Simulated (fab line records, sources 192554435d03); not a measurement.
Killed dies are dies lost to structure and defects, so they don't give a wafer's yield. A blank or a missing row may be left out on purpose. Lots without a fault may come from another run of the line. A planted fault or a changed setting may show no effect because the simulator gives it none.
Chamber matching | flow n5_finfet | N5_SPACER0_ALD_00 on ald_sin-01: 4 sister chambers
The step deposits SiOCN, target thk 3.5 nm, pulse time 3 s, purge time 2 s. 8 wafers are shown with their chamber, then 9 later ones without.

WAFERS WITH THEIR CHAMBER
wafer  | chamber | heater_power_w (W) | precursor_pulse_height_rel
L078.3 | 3       | 968                | 0.996
L088.5 | 0       | 902                | 0.979
L089.4 | 3       | 974                | 1.013
L089.5 | 2       | 847                | 1.008
L089.6 | 1       | 771                | 0.968
L090.1 | 1       | 759                | 1.018
L090.3 | 0       | 879                | 1.038
L090.5 | 2       | 854                | 0.962

WAFERS WITHOUT THEIR CHAMBER
wafer  | heater_power_w (W) | precursor_pulse_height_rel
L092.2 | 768                | 1.000
L092.3 | 886                | 0.951
L092.6 | 984                | 1.003
L093.2 | 901                | 0.977
L093.3 | 945                | 1.026
L093.5 | 948                | 0.984
L096.1 | 909                | 0.988
L096.2 | 862                | 0.994
L096.5 | 778                | 1.000

WHICH CHAMBER EACH WENT THROUGH
wafer  | from the rows above     | in truth
L092.2 | 1                       | 1
L092.3 | can't be placed: 0 or 2 | 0
L092.6 | 3                       | 3
L093.2 | 0                       | 0
L093.3 | 3                       | 3
L093.5 | 3                       | 3
L096.1 | 0                       | 0
L096.2 | can't be placed: 2 or 0 | 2
L096.5 | 1                       | 1
Placed correctly: 7 of 9. Can't be placed from these rows: 2 (the true chamber is among the candidates in 2). Placed wrongly: 0.
How it was worked out, from the rows above alone: a wafer's distance from a chamber is the root of the sum, over the readings, of the square of ((its reading less the chamber's mean) divided by the reading's scatter). The wafer belongs to the nearest chamber; if the next one is less than 2 further off, it can't be placed. A chamber's mean is the mean of its shown wafers. The scatter: the root of (the sum of the squares of (reading less its chamber's mean) over the shown wafers, divided by (wafers less chambers)).
